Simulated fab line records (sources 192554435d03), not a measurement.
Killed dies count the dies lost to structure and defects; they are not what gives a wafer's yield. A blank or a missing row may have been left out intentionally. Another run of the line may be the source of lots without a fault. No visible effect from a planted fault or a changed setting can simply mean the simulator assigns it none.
Which tool did it?	flow n5-finfet	24 lots, 72 wafers sampled, at 6 steps of a route of 1938

WHAT THE GAUGES READ, wafer by wafer
N5_BEOL_M7_OVL_MEAS_12. Usual: for M7_OVL the level is 0.0 nm and the standard deviation is 0.76.
lot	measured	on	M7_OVL (nm)	flag
L074	day 8 19:00	overlay-01	-0.4 -0.5 0.7	
L075	day 9 03:29	overlay-01	0.8 0.2 0.3	
L076	day 9 07:18	overlay-01	-0.7 -0.6 -0.8	
L077	day 9 18:40	overlay-02	0.5 0.6 -0.5	
L078	day 9 20:31	overlay-01	0.6 0.3 1.4	
L080	day 10 09:28	overlay-01	-0.1 0.1 -0.1	
L079	day 10 12:19	overlay-02	-0.6 0.1 0.1	
L081	day 10 16:28	overlay-01	-0.5 -0.9 -0.6	
L082	day 11 01:05	overlay-01	-0.5 0.1 -1.0	
L083	day 11 01:52	overlay-02	-0.1 0.5 1.1	
L084	day 12 00:11	overlay-01	-2.3 -0.6 -2.0	
L086	day 12 00:23	overlay-01	1.3 0.6 -0.4	
L087	day 12 00:37	overlay-01	0.9 1.6 1.0	
L085	day 12 04:15	overlay-01	0.2 0.9 -0.1	
L088	day 12 08:53	overlay-02	-0.2 0.0 -0.1	
L089	day 13 03:02	overlay-02	-0.1 1.2 0.5	
L091	day 13 06:04	overlay-01	0.1 0.3 0.5	
L090	day 13 06:13	overlay-01	0.7 0.6 0.1	
L092	day 13 20:14	overlay-02	-1.9 -0.9 0.2	
L095	day 14 05:02	overlay-02	-0.1 -0.9 1.4	
L093	day 14 10:29	overlay-02	0.9 0.7 0.6	
L094	day 14 13:44	overlay-02	-0.1 0.4 0.3	
L097	day 14 14:08	overlay-01	-1.0 -0.6 0.0	
L096	day 14 20:16	overlay-01	-0.5 -1.3 -0.6	

N5_BEOL_M7_OVL_MEAS_29. Usual: for V6_OVL the level is 0.0 nm and the standard deviation is 0.62.
lot	measured	on	V6_OVL (nm)	flag
L074	day 8 21:47	overlay-02	0.4 0.5 0.4	
L075	day 9 06:43	overlay-02	-0.4 -0.2 -0.1	
L076	day 9 08:44	overlay-02	-0.8 0.2 -0.4	
L077	day 9 22:56	overlay-02	1.4 -0.4 0.2	
L078	day 9 23:07	overlay-01	0.3 -0.7 0.3	
L080	day 10 11:15	overlay-01	-0.6 0.0 0.1	
L079	day 10 13:23	overlay-02	0.3 0.2 0.0	
L081	day 10 19:18	overlay-01	-0.3 0.0 -0.5	
L082	day 11 04:49	overlay-01	0.7 0.1 -0.1	
L083	day 11 04:47	overlay-01	-0.3 -0.8 -1.0	
L084	day 12 01:15	overlay-01	-0.5 -0.5 0.0	
L086	day 12 03:59	overlay-01	0.1 0.4 0.0	
L087	day 12 04:02	overlay-02	-1.3 -0.3 -0.1	
L085	day 12 07:28	overlay-01	0.4 -0.4 0.3	
L088	day 12 10:35	overlay-02	-0.6 0.1 -0.1	
L089	day 13 04:43	overlay-02	-0.1 1.0 0.6	
L091	day 13 08:14	overlay-01	0.8 -0.6 -1.0	
L090	day 13 08:24	overlay-02	-0.6 0.0 -0.4	
L092	day 14 00:44	overlay-01	0.1 0.0 0.2	
L095	day 14 09:21	overlay-02	-0.9 0.2 0.0	
L093	day 14 12:04	overlay-02	0.9 0.1 0.7	
L094	day 14 16:37	overlay-01	-1.1 -0.4 0.1	
L097	day 14 16:43	overlay-02	-0.4 0.6 -0.4	
L096	day 14 23:06	overlay-01	0.6 1.3 1.4	

WHICH TOOL RAN EACH LOT (tool, then ch and the chambers of the sampled wafers, then the start)
lot	N5_BEOL_M6_STRIP_67	N5_BEOL_M6_ANNEAL_51	N5_BEOL_M7_CURE_74	N5_BEOL_M7_STRIP_67
L074	rie-diel-06 ch 0,1,3, day 8 11:29	rtp-anneal-01 ch 0, day 8 15:59	uv-cure-02 ch 1, day 8 16:52	rie-diel-02 ch 1,3, day 8 19:18
L075	rie-diel-03 ch 0,3, day 8 20:12	rtp-anneal-01 ch 0, day 9 01:26	uv-cure-02 ch 0, day 9 02:17	rie-diel-02 ch 0,3, day 9 03:49
L076	rie-diel-03 ch 0,1, day 8 23:41	rtp-anneal-01 ch 0, day 9 03:53	uv-cure-02 ch 1, day 9 04:46	rie-diel-01 ch 0,1,2, day 9 07:36
L077	rie-diel-03 ch 0,2,3, day 9 12:03	rtp-anneal-01 ch 0, day 9 16:16	uv-cure-02 ch 1, day 9 17:07	rie-diel-05 ch 0,1,2, day 9 18:57
L078	rie-diel-06 ch 0,1,2, day 9 12:59	rtp-anneal-02 ch 0, day 9 17:36	uv-cure-02 ch 1, day 9 18:45	rie-diel-05 ch 1,2,3, day 9 20:49
L080	rie-diel-03 ch 1,2, day 10 02:21	rtp-anneal-02 ch 0, day 10 06:37	uv-cure-03 ch 1, day 10 07:30	rie-diel-02 ch 2,3, day 10 09:50
L079	rie-diel-03 ch 1,3, day 10 03:49	rtp-anneal-02 ch 0, day 10 08:25	uv-cure-01 ch 1, day 10 09:24	rie-diel-02 ch 1,2, day 10 12:36
L081	rie-diel-06 ch 0,2,3, day 10 09:49	rtp-anneal-01 ch 0, day 10 13:47	uv-cure-01 ch 1, day 10 14:40	rie-diel-01 ch 0,1,2, day 10 16:46
L082	rie-diel-06 ch 0,1,2, day 10 17:38	rtp-anneal-01 ch 0, day 10 22:23	uv-cure-02 ch 1, day 10 23:39	rie-diel-01 ch 0,1,3, day 11 01:23
L083	rie-diel-04 ch 0,3, day 10 18:05	rtp-anneal-02 ch 0, day 10 22:29	uv-cure-01 ch 2, day 11 00:07	rie-diel-02 ch 0,1,3, day 11 02:10
L084	rie-diel-03 ch 0,2, day 11 12:20	rtp-anneal-01 ch 0, day 11 19:22	uv-cure-02 ch 1, day 11 20:29	rie-diel-05 ch 0,1,3, day 12 00:29
L086	rie-diel-03 ch 0,3, day 11 14:05	rtp-anneal-02 ch 0, day 11 20:30	uv-cure-03 ch 0, day 11 21:25	rie-diel-05 ch 0,2,3, day 12 00:44
L087	rie-diel-04 ch 1,3, day 11 16:06	rtp-anneal-01 ch 0, day 11 21:20	uv-cure-01 ch 1, day 11 22:19	rie-diel-01 ch 0,1,3, day 12 01:07
L085	rie-diel-03 ch 2,3, day 11 17:58	rtp-anneal-02 ch 0, day 12 00:18	uv-cure-01 ch 0, day 12 01:11	rie-diel-02 ch 0,3, day 12 04:55
L088	rie-diel-06 ch 0,3, day 12 00:44	rtp-anneal-01 ch 0, day 12 06:28	uv-cure-02 ch 1, day 12 07:26	rie-diel-05 ch 0,1, day 12 09:41
L089	rie-diel-06 ch 0,3, day 12 18:52	rtp-anneal-01 ch 0, day 12 23:17	uv-cure-01 ch 2, day 13 00:22	rie-diel-02 ch 0,1,3, day 13 03:20
L091	rie-diel-04 ch 0,2,3, day 12 22:13	rtp-anneal-01 ch 0, day 13 02:44	uv-cure-01 ch 1, day 13 03:40	rie-diel-02 ch 1,2, day 13 06:22
L090	rie-diel-06 ch 0,1,3, day 12 23:22	rtp-anneal-01 ch 0, day 13 03:05	uv-cure-03 ch 1, day 13 03:58	rie-diel-05 ch 0,1,2, day 13 06:31
L092	rie-diel-04 ch 2,3, day 13 13:06	rtp-anneal-01 ch 0, day 13 16:17	uv-cure-02 ch 1, day 13 17:16	rie-diel-05 ch 1,2,3, day 13 20:32
L095	rie-diel-06 ch 0,2,3, day 13 23:05	rtp-anneal-01 ch 0, day 14 02:33	uv-cure-02 ch 1, day 14 03:26	rie-diel-05 ch 0,3, day 14 05:20
L093	rie-diel-04 ch 0,2,3, day 14 02:16	rtp-anneal-02 ch 0, day 14 06:08	uv-cure-02 ch 2, day 14 06:59	rie-diel-01 ch 0,3, day 14 10:52
L094	rie-diel-06 ch 0,3, day 14 05:09	rtp-anneal-02 ch 0, day 14 11:28	uv-cure-03 ch 0, day 14 12:20	rie-diel-01 ch 0,2,3, day 14 14:02
L097	rie-diel-03 ch 1,2,3, day 14 05:19	rtp-anneal-02 ch 0, day 14 12:03	uv-cure-03 ch 1, day 14 12:58	rie-diel-02 ch 0,1,2, day 14 14:28
L096	rie-diel-03 ch 0,2, day 14 10:26	rtp-anneal-02 ch 0, day 14 17:01	uv-cure-02 ch 2, day 14 17:56	rie-diel-05 ch 0,1,2, day 14 20:33
- N5_BEOL_M6_STRIP_67: strips in CF4.
- N5_BEOL_M6_ANNEAL_51: time 90 s.
- N5_BEOL_M7_CURE_74: cures SiCOH lowk, time 240 s.
- N5_BEOL_M7_STRIP_67: strips in CF4.

WHAT THE TOOLS THEMSELVES READ (means of the sampled wafers that have a number; where no wafer has one, the mark that the record gives instead)
N5_BEOL_M6_STRIP_67. Usual: bias-power-w 74.99 W, standard deviation 0.24; drypump-motor-current-A 5.6 A, standard deviation 0.7; oes-product-au 0.82 a.u., standard deviation 0.068; rf-vpp-V 270.7 V, standard deviation 1.6; showerhead-plenum-p-Torr 1.77 Torr, standard deviation 0.056; throttle-valve-pct 13.56 %, standard deviation 0.22.
lot	tool	bias-power-w (W)	drypump-motor-current-A (A)	oes-product-au (a.u.)	rf-vpp-V (V)	showerhead-plenum-p-Torr (Torr)	throttle-valve-pct (%)	flag
L074	rie-diel-06	74.90	5.6	0.87	270.2	1.75	13.52	
L075	rie-diel-03	74.75	6.0	0.89	273.3	1.87	13.34	
L076	rie-diel-03	75.26	6.0	0.75	269.7	1.74	13.80	
L077	rie-diel-03	75.03	5.5	0.88	271.5	1.82	13.36	
L078	rie-diel-06	75.06	5.2	0.79	269.2	1.73	13.68	
L080	rie-diel-03	74.80	6.0	0.74	270.6	1.72	13.67	
L079	rie-diel-03	74.87	6.6	0.74	270.0	1.76	13.68	
L081	rie-diel-06	75.04	5.7	0.82	269.8	1.74	13.65	
L082	rie-diel-06	75.06	5.1	0.78	270.0	1.73	13.70	
L083	rie-diel-04	74.73	5.6	0.77	269.7	1.74	13.68	
L084	rie-diel-03	74.85	4.9	0.85	272.2	1.80	13.52	
L086	rie-diel-03	74.96	5.5	0.85	272.5	1.84	13.53	
L087	rie-diel-04	75.21	5.9	0.82	269.6	1.75	13.54	
L085	rie-diel-03	74.85	5.4	0.85	270.9	1.80	13.25	
L088	rie-diel-06	74.83	6.2	0.87	270.9	1.76	13.54	
L089	rie-diel-06	74.92	6.2	0.86	269.8	1.75	13.57	
L091	rie-diel-04	74.99	5.6	0.82	270.8	1.75	13.63	
L090	rie-diel-06	75.00	5.6	0.82	269.9	1.74	13.60	
L092	rie-diel-04	75.10	5.7	0.83	270.1	1.76	13.67	
L095	rie-diel-06	75.20	5.7	0.86	271.6	1.80	13.53	
L093	rie-diel-04	74.99	5.6	0.80	270.1	1.74	13.65	
L094	rie-diel-06	74.96	6.2	0.85	271.3	1.75	13.60	
L097	rie-diel-03	75.08	6.0	0.86	271.8	1.84	13.33	
L096	rie-diel-03	74.95	4.9	0.82	270.4	1.79	13.58	

N5_BEOL_M6_ANNEAL_51. Usual: wafer_temp_C_max reads 225.72 (standard deviation 0.23).
lot	tool	wafer_temp_C_max	flag
L074	rtp-anneal-01	226.06	
L075	rtp-anneal-01	225.98	
L076	rtp-anneal-01	225.45	
L077	rtp-anneal-01	225.53	
L078	rtp-anneal-02	225.67	
L080	rtp-anneal-02	225.59	
L079	rtp-anneal-02	225.81	
L081	rtp-anneal-01	225.70	
L082	rtp-anneal-01	225.76	
L083	rtp-anneal-02	225.54	
L084	rtp-anneal-01	225.63	
L086	rtp-anneal-02	225.88	
L087	rtp-anneal-01	225.59	
L085	rtp-anneal-02	225.55	
L088	rtp-anneal-01	225.61	
L089	rtp-anneal-01	225.70	
L091	rtp-anneal-01	225.48	
L090	rtp-anneal-01	225.59	
L092	rtp-anneal-01	225.78	
L095	rtp-anneal-01	225.51	
L093	rtp-anneal-02	225.92	
L094	rtp-anneal-02	225.85	
L097	rtp-anneal-02	226.03	
L096	rtp-anneal-02	225.99	

N5_BEOL_M7_CURE_74. Usual: lamp-power-pct 52.31 %, standard deviation 0.05; wafer_temp_C_max 386.6, standard deviation 0.6.
lot	tool	lamp-power-pct (%)	wafer_temp_C_max	flag
L074	uv-cure-02	52.31	386.1	
L075	uv-cure-02	52.32	386.9	
L076	uv-cure-02	52.30	386.0	
L077	uv-cure-02	52.29	386.4	
L078	uv-cure-02	52.28	386.1	
L080	uv-cure-03	52.30	387.1	
L079	uv-cure-01	52.37	386.1	
L081	uv-cure-01	52.34	386.2	
L082	uv-cure-02	52.34	386.3	
L083	uv-cure-01	52.31	387.7	
L084	uv-cure-02	52.30	386.5	
L086	uv-cure-03	52.33	387.7	
L087	uv-cure-01	52.30	386.1	
L085	uv-cure-01	52.33	387.5	
L088	uv-cure-02	52.26	386.2	
L089	uv-cure-01	52.36	387.2	
L091	uv-cure-01	52.31	385.8	
L090	uv-cure-03	52.33	386.7	
L092	uv-cure-02	52.35	386.5	
L095	uv-cure-02	52.29	386.1	
L093	uv-cure-02	52.32	386.6	
L094	uv-cure-03	52.35	387.1	
L097	uv-cure-03	52.28	387.2	
L096	uv-cure-02	52.31	386.7	

N5_BEOL_M7_STRIP_67. Usual: bias-power-w 75.00 W, standard deviation 0.2; drypump-motor-current-A 5.7 A, standard deviation 0.41; oes-product-au 0.74 a.u., standard deviation 0.069; rf-vpp-V 271.1 V, standard deviation 1.7; showerhead-plenum-p-Torr 1.79 Torr, standard deviation 0.059; throttle-valve-pct 13.68 %, standard deviation 0.19.
lot	tool	bias-power-w (W)	drypump-motor-current-A (A)	oes-product-au (a.u.)	rf-vpp-V (V)	showerhead-plenum-p-Torr (Torr)	throttle-valve-pct (%)	flag
L074	rie-diel-02	74.99	6.1	0.72	271.0	1.81	13.69	
L075	rie-diel-02	74.87	5.8	0.71	269.9	1.74	13.67	
L076	rie-diel-01	75.04	6.1	0.80	271.6	1.80	13.69	
L077	rie-diel-05	75.02	5.7	0.76	270.7	1.81	13.71	
L078	rie-diel-05	75.03	5.6	0.71	271.8	1.79	13.75	
L080	rie-diel-02	74.95	5.6	0.71	270.8	1.73	13.68	
L079	rie-diel-02	74.83	5.7	0.71	272.3	1.83	13.67	
L081	rie-diel-01	75.23	6.1	0.78	270.9	1.80	13.72	
L082	rie-diel-01	75.07	5.8	0.78	270.5	1.76	13.65	
L083	rie-diel-02	75.01	5.9	0.70	269.6	1.79	13.71	
L084	rie-diel-05	74.95	5.7	0.74	271.4	1.80	13.76	
L086	rie-diel-05	74.92	5.7	0.74	271.5	1.84	13.67	
L087	rie-diel-01	75.09	5.8	0.77	269.9	1.75	13.67	
L085	rie-diel-02	74.92	5.8	0.70	269.9	1.73	13.73	
L088	rie-diel-05	75.00	5.8	0.77	273.0	1.82	13.74	
L089	rie-diel-02	75.17	6.0	0.70	271.5	1.78	13.74	
L091	rie-diel-02	75.09	5.8	0.70	271.1	1.82	13.71	
L090	rie-diel-05	74.66	5.7	0.74	271.2	1.80	13.78	
L092	rie-diel-05	75.07	5.6	0.79	271.5	1.78	13.62	
L095	rie-diel-05	74.93	5.8	0.84	273.1	1.85	13.46	
L093	rie-diel-01	74.92	5.3	0.71	268.9	1.71	13.78	
L094	rie-diel-01	75.05	5.6	0.71	270.0	1.76	13.86	
L097	rie-diel-02	74.91	5.6	0.70	271.4	1.80	13.69	
L096	rie-diel-05	74.87	5.7	0.82	271.6	1.80	13.61	

THE ANSWER, worked out from the rows above alone
Rule: a lot counts as off when the mean over its wafers that have a number is more than 3 standard deviations away from the usual mean. Also off: a lot with no number at a reading for which 4 or more lots have one. Any other lot the step has rows for is counted as sound. Order of review: gauges by route order, followed by the tools' own readings, for which a lot's mean as printed above is used. At the first step where some lot is off, the reading lying furthest off is the one used; lots without a number count as furthest.
Across all readings shown, no lot is off: no conclusion can be drawn from this.

WHAT THE SIMULATOR HAD INSERTED
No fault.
